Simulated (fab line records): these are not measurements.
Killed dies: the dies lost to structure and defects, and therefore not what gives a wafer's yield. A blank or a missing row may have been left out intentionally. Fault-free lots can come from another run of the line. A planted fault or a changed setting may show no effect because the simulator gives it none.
Matching of chambers -- flow nand-harc -- 4 sister chambers for NHARC_A_STAIRCASE_TRIM_187 on rie-diel-02
The step chemistry O2, time 211.2 s. 18 wafers are shown with their chamber, then 9 later ones without.

== WAFERS PAIRED WITH THEIR CHAMBERS ==
wafer,chamber,showerhead-plenum-p-Torr (Torr),drypump-motor-current-A (A),rf-vpp-V (V)
L080.1,1,3.81,5.7,57.6
L080.4,2,3.56,5.8,57.1
L080.5,3,3.31,5.6,56.7
L081.2,2,3.56,5.7,57.6
L081.3,0,3.41,5.1,57.4
L081.6,2,3.56,5.8,57.7
L084.4,0,3.40,5.1,58.5
L084.5,2,3.55,5.7,58.1
L084.6,0,3.40,5.1,58.0
L085.1,0,3.40,5.1,58.8
L085.3,0,3.40,5.1,58.8
L085.5,0,3.40,5.1,57.9
L089.1,1,3.79,5.7,57.9
L089.3,3,3.30,5.6,57.1
L089.6,3,3.30,5.6,57.8
L089.2,0,3.39,5.1,56.8
L089.4,2,3.55,5.7,57.9
L089.5,0,3.39,5.1,58.4

SIGNATURES, as means of the wafers listed above
reading,chamber 0,chamber 1,chamber 2,chamber 3,scatter within a chamber
showerhead-plenum-p-Torr,3.3988,3.8000,3.5560,3.3033,0.00694
drypump-motor-current-A,5.100,5.700,5.740,5.600,0.0293
rf-vpp-V,58.075,57.750,57.680,57.200,0.579
Rule: a wafer's distance from a chamber is the root of the sum, over the readings, of the square of ((its reading less the chamber's mean) divided by the reading's scatter). If the next closest chamber is less than 2 further off than the closest, the wafer can't be placed; otherwise it belongs to the closest. The scatter: the root of (the sum of the squares of (reading less its chamber's mean) over the shown wafers, divided by (wafers less chambers)).

== WAFERS WITH NO CHAMBER GIVEN ==
wafer,showerhead-plenum-p-Torr (Torr),drypump-motor-current-A (A),rf-vpp-V (V)
L093.1,3.39,5.1,57.8
L093.2,3.78,5.7,58.3
L093.6,3.78,5.7,58.4
L094.2,3.53,5.7,58.5
L094.3,3.29,5.6,56.6
L094.6,3.77,5.7,59.3
L097.1,3.53,5.7,58.0
L097.5,3.38,5.1,56.8
L097.6,3.29,5.6,56.5

== WHICH CHAMBER EACH WENT THROUGH ==
wafer,from the rows above,in truth
L093.1,0,0
L093.2,1,1
L093.6,1,1
L094.2,2,2
L094.3,3,3
L094.6,1,1
L097.1,2,2
L097.5,0,0
L097.6,3,3
Correctly placed: 9 of 9. Can't be placed from these rows: 0. Wrongly placed: 0.
